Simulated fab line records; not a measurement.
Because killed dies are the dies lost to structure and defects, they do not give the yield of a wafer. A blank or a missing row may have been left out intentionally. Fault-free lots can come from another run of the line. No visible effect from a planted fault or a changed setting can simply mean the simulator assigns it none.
Chamber matching ; flow nand harc ; 4 sister chambers for NHARC_A_STAIRCASE_DESCUM_252 on rie diel-01
The step chemistry O2, time 3 s. 8 wafers are shown with their chamber, then 8 later ones without.

## EACH WAFER AND ITS CHAMBER
wafer;chamber;showerhead plenum p Torr (Torr);drypump motor current A (A)
L083.6;1;2.03;6.2
L089.1;0;1.94;5.4
L089.2;3;1.94;5.9
L089.3;2;1.92;5.5
L089.4;1;2.03;6.1
L089.5;3;1.94;5.9
L089.6;2;1.92;5.5
L090.1;0;1.93;5.5

## WAFERS WITHOUT THEIR CHAMBER
wafer;showerhead plenum p Torr (Torr);drypump motor current A (A)
L090.3;1.94;5.9
L090.5;1.93;5.5
L090.2;1.92;5.5
L090.4;2.03;6.2
L090.6;1.94;5.9
L094.1;1.91;5.5
L094.4;1.93;5.9
L094.6;1.91;5.5

## EACH ONE'S CHAMBER
wafer;from the rows above;in truth
L090.3;3;3
L090.5;can't be placed: 0 or 2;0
L090.2;2;2
L090.4;1;1
L090.6;3;3
L094.1;2;2
L094.4;3;3
L094.6;2;2
Placed correctly: 7 of 8. From these rows, 1 cannot be placed; in 1 the true chamber is one of the candidates. Placed wrongly: 0.
How it was worked out, from the rows above alone: a wafer's distance from a chamber is the root of the sum, over the readings, of the square of ((its reading less the chamber's mean) divided by the reading's scatter). The wafer belongs to the nearest chamber; if the next one is less than 2 further off, it can't be placed. For every chamber, the mean is computed from those of its wafers that are shown. How the scatter is found: for the shown wafers, subtract from each reading the mean of its chamber, square and add these, divide the total by (wafers less chambers), then take the root.
